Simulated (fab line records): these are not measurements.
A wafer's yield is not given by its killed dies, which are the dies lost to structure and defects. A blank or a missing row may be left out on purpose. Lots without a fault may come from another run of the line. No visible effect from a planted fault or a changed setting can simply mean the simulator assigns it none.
fab line records	flow n5-finfet
record: lots: 5	wafers: 13	last-day: 18
route steps=1938 shown GATE_CUT@479 BEOL_M4@1111 PASSIVATION@1936
lots that met no fault: from a run of the same line without faults
start-h: start of the lot's first displayed wafer, in hours after the record's first day	wait-h: how many hours have passed since the lot's step before this one	" repeats the value in the row above	L1.1+2: a single row standing in for several wafers	- either no value or no given start	* or withheld: withheld	< > ~ a bound
route shown NAME@n: names a module that has steps shown in the file, with the first one's number in the route	usual: mean and standard deviation over wafers with no fault	same: alike in all rows	chamber/n: place in a boat	sites: per-site readings	_std_site: the standard deviation of these	_edge_site: mean of outer sites minus mean of inner sites	radius-mm: how far each site lies from the wafer's centre	mask NAME#n: copy n	behind: tool/chamber where the wafer was last shaped	hold: why the lot went on hold/how many hours it stayed there/how the hold came to an end	device: names the non-switching transistor (n, p or np)	end of line: at the end of the route, the tests of the same wafers	step lacking rows: just its recipe	killed: dies that structure and defects cost at the first sort, which is not the same as the wafer's yield	map: per-die view of a wafer (x killed, . not killed, _ where there is no die)
set.NAME: setting as actually run; set.NAME@STEP: the setting as run at that earlier step	model.NAME: the simulator's own value behind a step, which no gauge read
certain route steps with their lots: each step a table, each wafer a row
services: the hour from which a tool's chamber was out of use, counted from the record's first day as start-h (under 0 if before that day), plus the number of hours and why
== steps ==
step: N5_GATE_CUT_COAT_35
recipe: resist: SiARC	temp-c: 220	time-s: 60	spin-rpm: 1500	resist-thk-nm: 10
step: N5_GATE_CUT_COAT_27
recipe: resist: underlayer	temp-c: 205	time-s: 60	spin-rpm: 1500	resist-thk-nm: 10
step: N5_GATE_CUT_COAT_07
recipe: resist: CAR-EUV	spin-rpm: 1500	resist-thk-nm: 30
step: N5_GATE_CUT_EBR_09
recipe: solvent: PGMEA	ebr-width-mm: 1.5
step: N5_GATE_CUT_SOFTBAKE_08
recipe: temp-c: 110	time-s: 60	resist: CAR-EUV
step: N5_GATE_CUT_EXPOSE_10
recipe: mask-id: GATE_CUT	na: 0.33	source-shape: annular	sigma-inner: 0.35	sigma-outer: 0.8	polarization: unpolarized	target-cd-nm: 20	dose-mj: 43.25
step: N5_GATE_CUT_PEB_11
recipe: peb-temp-c: 100	peb-time-s: 60	resist: CAR-EUV
step: N5_GATE_CUT_DEVELOP_12
recipe: develop-time-s: 30	developer: TMAH	resist: CAR-EUV	rinse-liquid: surfactant-rinse	dry: air-spin	dev-temp-c: 23
step: N5_GATE_CUT_CD_MEAS_13
recipe: target-cd-nm: 20	landing-energy-ev: 500	detector: se-inlens
usual: cd-nm: 20.07/0.28
lot.wafer	tool	chamber	start-h	wait-h	cd-nm
L740.1	cd-sem-01	0	126.55	-	20.35
L740.4	"	0	"	"	19.95
L740.6	"	0	"	"	19.90
L742.1	cd-sem-03	0	137.78	-	19.85
L742.3	"	0	"	"	19.97
L745.3	cd-sem-01	0	156.88	-	20.27
L745.4	"	0	"	"	20.35
L745.5	"	0	"	"	20.68
L752.2	cd-sem-02	0	200.42	-	20.58
L752.3	"	0	"	"	20.10
L752.4	"	0	"	"	20.19
L756.1	cd-sem-02	0	223.30	-	19.53
L756.5	"	0	"	"	19.43
step: N5_GATE_CUT_OVL_MEAS_14
recipe: points-per-wafer: 522
usual: GATE_CUT_OVL: -0.3/0.75
lot.wafer	tool	chamber	start-h	wait-h	GATE_CUT_OVL[nm]
L740.1	overlay-01	0	126.58	0.0	-0.5
L740.4	"	0	"	"	-0.8
L740.6	"	0	"	"	-1.3
L742.1	overlay-02	0	137.81	0.0	-0.7
L742.3	"	0	"	"	0.3
L745.3	overlay-01	0	156.91	0.0	-0.2
L745.4	"	0	"	"	-1.6
L745.5	"	0	"	"	-2.2
L752.2	overlay-01	0	200.45	0.0	-0.4
L752.3	"	0	"	"	0.5
L752.4	"	0	"	"	-0.3
L756.1	overlay-01	0	223.33	0.0	-0.8
L756.5	"	0	"	"	-0.9
step: N5_GATE_CUT_INSPECT_15
recipe: mode: adi	inspect-instrument: brightfield
usual: raw-defect-count: 132/41
lot.wafer	tool	chamber	start-h	wait-h	raw-defect-count
L740.1	defect-inspect-01	-	126.64	0.1	179
L740.4	"	-	"	"	118
L740.6	"	-	"	"	104
L742.1	defect-inspect-02	-	137.86	0.1	82
L742.3	"	-	"	"	117
L745.3	defect-inspect-01	-	156.96	0.0	130
L745.4	"	-	"	"	71
L745.5	"	-	"	"	187
L752.2	defect-inspect-01	-	200.51	0.0	107
L752.3	"	-	"	"	144
L752.4	"	-	"	"	143
L756.1	defect-inspect-01	-	223.39	0.1	148
L756.5	"	-	"	"	129
step: N5_GATE_CUT_DESCUM_18
recipe: chemistry: O2	time-s: 7	source-power-w: 50	bias-power-w: 20	pressure-mtorr: 20	rf-frequency-hz: 2.712e+07	temp-c: 40	resist: CAR-EUV	o2-flow-sccm: 225
usual: bias-power-w: 20.00/0.056	drypump-motor-current-A: 6.0/0.33	oes-product-au: 0.79/0.1	rf-vpp-V: 242.9/1.4	showerhead-plenum-p-Torr: 2.07/0.068	throttle-valve-pct: 20.41/0.27
lot.wafer	tool	chamber	start-h	wait-h	bias-power-w	drypump-motor-current-A	oes-product-au	rf-hours-counter-h	rf-vpp-V	showerhead-plenum-p-Torr	throttle-valve-pct
L740.1	rie-diel-01	0	126.68	0.0	20.00	6.2	0.69	244	243.1	2.11	20.30
L740.4	"	1	"	"	20.02	6.0	0.94	11	242.8	2.06	20.51
L740.6	"	1	"	"	19.92	6.1	0.95	-	241.4	2.06	20.54
L742.1	rie-diel-02	0	137.90	0.0	19.99	6.7	0.92	38	243.4	2.15	20.10
L742.3	"	1	"	"	19.89	5.8	0.75	145	241.6	2.02	20.91
L745.3	rie-diel-02	2	157.00	0.0	20.07	5.7	0.67	235	241.3	1.95	20.66
L745.4	"	0	"	"	20.07	6.7	0.90	44	242.9	2.15	20.12
L745.5	"	0	"	"	20.01	6.7	0.89	-	243.5	2.15	20.11
L752.2	rie-diel-01	1	200.54	0.0	20.02	6.0	0.89	35	243.7	2.06	20.60
L752.3	"	0	"	"	19.97	6.2	0.94	13	244.2	2.10	19.86
L752.4	"	2	"	"	19.97	6.1	0.72	169	245.7	2.16	20.56
L756.1	rie-diel-03	3	223.42	0.0	19.96	6.5	0.69	217	243.6	2.16	20.52
L756.5	"	1	"	"	19.99	5.8	0.93	-	243.0	2.04	20.17
step: N5_GATE_CUT_ETCH_28
recipe: chemistry: N2/H2	target: underlayer	target-depth-a: 130	mask-material: CAR-EUV	time-s: 10.4	ion-energy-ev: 200	pressure-mtorr: 30	source-w: 840	bias-w: 150	n2-flow-sccm: 200	h2-flow-sccm: 200	ends: cleared
usual: drypump-motor-current-A: 6.0/0.33	etch-rf-on-time-s: 10.4/0.34	h2-flow-sccm: 200.0/0.58	oes-product-au: 0.67/0.08	rf-vpp-V: 523.4/2.4	showerhead-plenum-p-Torr: 2.52/0.078	throttle-valve-pct: 17.84/0.28
lot.wafer	tool	chamber	start-h	wait-h	drypump-motor-current-A	etch-rf-on-time-s	h2-flow-sccm	oes-product-au	rf-hours-counter-h	rf-vpp-V	showerhead-plenum-p-Torr	throttle-valve-pct
L740.1	rie-diel-01	0	126.71	0.0	6.2	11.0	199.9	0.59	244	525.2	2.57	17.79
L740.4	"	1	"	"	6.0	10.6	199.5	0.80	11	524.1	2.49	17.76
L740.6	"	1	"	"	6.0	10.5	198.8	0.81	-	522.7	2.49	17.79
L742.1	rie-diel-02	0	137.93	0.0	6.7	10.2	200.0	0.77	38	524.9	2.59	17.31
L742.3	"	1	"	"	5.8	10.6	201.2	0.63	145	520.7	2.42	18.05
L745.3	rie-diel-02	2	157.03	0.0	5.7	9.8	200.3	0.59	235	521.8	2.41	18.27
L745.4	"	0	"	"	6.6	10.3	199.4	0.76	44	526.1	2.59	17.30
L745.5	"	0	"	"	6.6	10.3	199.7	0.76	-	525.4	2.59	17.33
L752.2	rie-diel-01	1	200.57	0.0	6.1	10.6	198.7	0.76	35	522.5	2.48	17.81
L752.3	"	0	"	"	6.2	6.7	199.1	1.03	13	525.6	2.57	17.42
L752.4	"	2	"	"	6.0	10.1	200.7	0.63	169	528.2	2.63	18.02
L756.1	rie-diel-03	3	223.46	0.0	6.4	10.5	199.4	0.60	217	525.3	2.61	17.94
L756.5	"	1	"	"	5.8	10.9	200.0	0.77	-	521.1	2.49	17.53
step: N5_GATE_CUT_ETCH_36
recipe: chemistry: CF4	target: SiARC	target-depth-a: 130	mask-material: CAR-EUV	time-s: 21.7	ion-energy-ev: 80	pressure-mtorr: 40	source-w: 545	bias-w: 36	Ar_flow_sccm: 100	cf4-flow-sccm: 100	ends: cleared
usual: drypump-motor-current-A: 6.0/0.33	etch-rf-on-time-s: 21.9/0.65	oes-product-au: 0.67/0.08	rf-vpp-V: 183.9/1.1	showerhead-plenum-p-Torr: 2.13/0.062	throttle-valve-pct: 15.66/0.26
lot.wafer	tool	chamber	start-h	wait-h	drypump-motor-current-A	etch-rf-on-time-s	oes-product-au	rf-hours-counter-h	rf-vpp-V	showerhead-plenum-p-Torr	throttle-valve-pct
L740.1	rie-diel-01	0	126.73	0.0	6.2	23.0	0.58	244	184.6	2.19	15.79
L740.4	"	1	"	"	6.1	22.5	0.80	11	185.1	2.11	15.60
L740.6	"	1	"	"	6.1	22.7	0.80	-	183.5	2.11	15.61
L742.1	rie-diel-02	0	137.95	0.0	6.7	21.3	0.77	38	184.8	2.19	15.20
L742.3	"	1	"	"	5.7	22.2	0.63	145	184.7	2.07	16.00
L745.3	rie-diel-02	2	157.05	0.0	5.7	20.6	0.59	235	183.5	2.04	16.09
L745.4	"	0	"	"	6.7	21.4	0.76	44	184.2	2.19	15.24
L745.5	"	0	"	"	6.6	21.3	0.77	-	183.6	2.19	15.23
L752.2	rie-diel-01	1	200.59	0.0	6.1	22.2	0.76	35	183.8	2.11	15.65
L752.3	"	0	"	"	6.2	21.6	0.80	13	184.0	2.19	15.32
L752.4	"	2	"	"	6.0	21.1	0.63	169	184.2	2.21	15.80
L756.1	rie-diel-03	3	223.48	0.0	6.5	21.3	0.61	217	184.6	2.21	15.76
L756.5	"	1	"	"	5.8	22.6	0.77	-	183.1	2.09	15.31
step: N5_BEOL_M4_RC_MEAS_101
usual: DIBL_N: 36.1/2	DIBL_P: 36.3/2.5	IOFF_N: 0.16/0.037	IOFF_P: 0.21/0.039	ION_N: 678/15	ION_P: 465/8.7	SS_N: 71.4/0.7	SS_P: 73.3/0.74	VT_N: 249/3.6	VT_P: -250.0/2.9
lot.wafer	tool	chamber	start-h	wait-h	DIBL_N[mV/V]	DIBL_P[mV/V]	IOFF_N[nA/um]	IOFF_P[nA/um]	ION_N[uA/um]	ION_P[uA/um]	SS_N[mV/dec]	SS_P[mV/dec]	VT_N[mV]	VT_P[mV]
L740.1	prober-02	0	199.62	0.0	37.1	37.3	0.16	0.24	682	471	71.7	73.8	250	-248.0
L740.4	"	0	"	"	38.9	40.3	0.18	0.29	664	462	72.1	74.2	249	-248.7
L740.6	"	0	"	"	34.2	32.8	0.11	0.17	653	449	70.5	72.2	255	-251.8
L742.1	prober-01	0	233.68	0.0	34.4	34.5	0.13	0.19	663	462	71.1	72.9	252	-249.8
L742.3	"	0	"	"	39.3	39.2	0.22	0.28	669	464	72.4	73.9	249	-246.1
L745.3	prober-02	0	256.59	0.3	33.7	33.8	0.13	0.18	677	465	70.9	72.3	252	-252.4
L745.4	"	0	"	"	34.7	34.0	0.14	0.19	658	453	71.0	72.8	250	-252.1
L745.5	"	0	"	"	33.9	34.1	0.13	0.19	680	468	70.7	72.6	249	-252.0
L752.2	prober-02	0	308.42	0.2	38.1	40.0	0.22	0.27	688	472	72.0	74.1	242	-249.1
L752.3	"	0	"	"	34.3	35.7	0.13	0.20	681	470	70.7	73.4	254	-250.4
L752.4	"	0	"	"	34.2	35.2	0.14	0.20	667	456	70.6	72.8	250	-253.2
L756.1	prober-02	0	313.10	0.0	34.4	35.3	0.13	0.20	663	456	70.3	73.5	250	-248.7
L756.5	"	0	"	"	32.6	32.2	0.11	0.16	674	474	70.5	72.4	252	-252.8
step: N5_PASSIVATION_PROBE_49
usual: defect-limited-yield: 91.1/1.3	killed_at_M0_to_M3: 32/9.7	killed_at_M4_up: 16/6	killed-at-contacts: 12/5.9	killed-at-front-end: 41/11	killed-at-other: 4/3.1	killed-dies: 104/16	killed-open: 68/12	killed-short: 34/7.4	sort_bin_5_function: 5.1/0.85	sort_bin_6_memory: 3.3/0.66	sort-n-pass: 1075/16	sort-yield-pct: 91.1/1.4
same: gross-dies: 1180	killed-at-back-side: 0	sort_bin_4_leakage[%]: 0	sort_bin_8_speed[%]: 0
lot.wafer	tool	chamber	start-h	wait-h	defect-limited-yield[%]	killed_at_M0_to_M3	killed_at_M4_up	killed-at-contacts	killed-at-front-end	killed-at-other	killed-dies	killed-open	killed-short	sort_bin_5_function[%]	sort_bin_6_memory[%]	sort-n-pass	sort-yield-pct[%]
L742.1	prober-02	-	343.25	0.0	92.3	38	14	15	22	2	91	71	20	4.5	3.1	1089	92.3
L742.3	prober-02	-	343.35	0.1	88.8	51	15	18	45	3	132	88	44	5.8	5.1	1048	88.8
L752.2	prober-01	-	425.34	0.1	87.6	24	9	16	95	2	146	89	35	5.6	4.8	1034	87.6
killed by level:class
L742.1 MOL_CONTACT_COAG:geometric-particle:open=14 BEOL_M2:geometric-particle:open=11 BEOL_M0_SAQP:geometric-particle:short=7 BEOL_M3:geometric-particle:open=7 BEOL_M4:geometric-particle:open=6 BEOL_M0_SAQP:geometric-particle:open=5 FIN_SAQP:geometric-particle:open=4 GATE_CUT:geometric-particle:open=4
L742.3 MOL_CONTACT_COAG:geometric-particle:open=14 BEOL_M2:geometric-particle:open=13 BEOL_M0_SAQP:geometric-particle:short=9 DUMMY_GATE:geometric-particle:open=9 BEOL_M0_SAQP:geometric-particle:open=9 BEOL_M3:geometric-particle:open=8 STI_FIN_REVEAL:geometric-particle:open=7 BEOL_M4:geometric-particle:open=5
L752.2 FIN_SAQP:geometric-particle:open=22 HKMG_FIN:area-etch=20 STI_FIN_REVEAL:geometric-particle:open=17 MOL_CONTACT_COAG:geometric-particle:open=11 BEOL_M0_SAQP:geometric-particle:short=7 FIN_SAQP:geometric-particle:short=6 BEOL_M0_SAQP:geometric-particle:open=6 DUMMY_GATE:geometric-particle:open=5
== services ==
tool	chamber	start-h	hours	kind
rie-diel-02	2	114.71	9.7	repair
rie-diel-03	1	142.19	-	clean
rie-diel-03	1	142.19	-	consumable-replace:focus-ring
rie-diel-03	1	142.19	18.4	scheduled-down
rie-diel-03	1	142.19	18.4	vent-cycle
rie-diel-01	0	143.73	-	clean
rie-diel-01	0	143.73	-	consumable-replace:focus-ring
rie-diel-01	0	143.73	12.9	scheduled-down
rie-diel-01	0	143.73	12.9	vent-cycle
rie-diel-02	3	159.82	13.2	repair
rie-diel-01	-	185.38	2.8	pm
rie-diel-02	2	203.25	-	clean
rie-diel-02	2	203.25	-	consumable-replace:focus-ring
rie-diel-02	2	203.25	-	consumable-replace:showerhead
rie-diel-02	2	203.25	16.7	scheduled-down
rie-diel-02	2	203.25	16.7	vent-cycle
rie-diel-01	1	203.57	9.8	repair
== key ==
first-sign: step: N5_GATE_CUT_ETCH_28	reading: etch-rf-on-time-s	direction: down	sigmas: 11	usual: *	struck: *
effect: step: N5_GATE_CUT_ETCH_28	reading: oes-product-au	direction: up	sigmas: 4.5	usual: 0.67	struck: 1.03
met-at N5_GATE_CUT_ETCH_28
struck-wafers L752.3
baseline-loss: step: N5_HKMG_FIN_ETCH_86	wafers: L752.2
onset-between 126.71 200.57
fault: kind: process-parameter-drift	tool: rie-diel-01	chamber: 0	onset-h: 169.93	steps: N5_GATE_CUT_ETCH_28	channel: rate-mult	offset: 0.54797	shape: step	end-h: 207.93
baseline-loss: these wafers lose ten dies or more at that step, a loss of the line's own and not of a fault; the sort's usual values leave them out
